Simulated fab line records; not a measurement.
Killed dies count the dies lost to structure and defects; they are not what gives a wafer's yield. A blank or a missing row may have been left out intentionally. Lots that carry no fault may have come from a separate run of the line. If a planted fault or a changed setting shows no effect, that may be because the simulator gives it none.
Chamber matching -- flow n5-finfet -- rie-diel-06 running N5_BEOL_M2_ETCH_69: 4 sister chambers
The step etches SiARC in CF4, target depth 15.6 nm, time 26 s. 8 wafers are shown with their chamber, then 8 later ones without.

== WAFERS WITH THEIR CHAMBER ==
wafer,chamber,showerhead-plenum-p-Torr (Torr),throttle-valve-pct (%)
L082.2,1,2.27,15.33
L082.6,3,2.13,16.00
L084.4,1,2.27,15.34
L084.5,0,2.23,15.65
L091.1,2,2.19,15.43
L091.3,3,2.12,16.07
L091.4,0,2.22,15.68
L092.2,2,2.19,15.43

== WAFERS WITHOUT THEIR CHAMBER ==
wafer,showerhead-plenum-p-Torr (Torr),throttle-valve-pct (%)
L092.4,2.12,16.06
L092.6,2.12,16.05
L093.2,2.26,15.39
L093.5,2.22,15.69
L093.6,2.12,16.07
L094.1,2.22,15.69
L094.4,2.12,16.07
L094.6,2.12,16.06

== EACH ONE'S CHAMBER ==
wafer,from the rows above,in truth
L092.4,3,3
L092.6,3,3
L093.2,1,1
L093.5,0,0
L093.6,3,3
L094.1,0,0
L094.4,3,3
L094.6,3,3
8 of 8 placed correctly. Not placeable from these rows: 0. Wrongly placed: 0.
How it was worked out, from the rows above alone: a wafer's distance from a chamber is the root of the sum, over the readings, of the square of ((its reading less the chamber's mean) divided by the reading's scatter). If the next closest chamber is less than 2 further off than the closest, the wafer can't be placed; otherwise it belongs to the closest. For every chamber, the mean is computed from those of its wafers that are shown. The scatter: take each reading less its chamber's mean, square it, sum over the shown wafers, divide by the number of wafers less the number of chambers, and take the root.
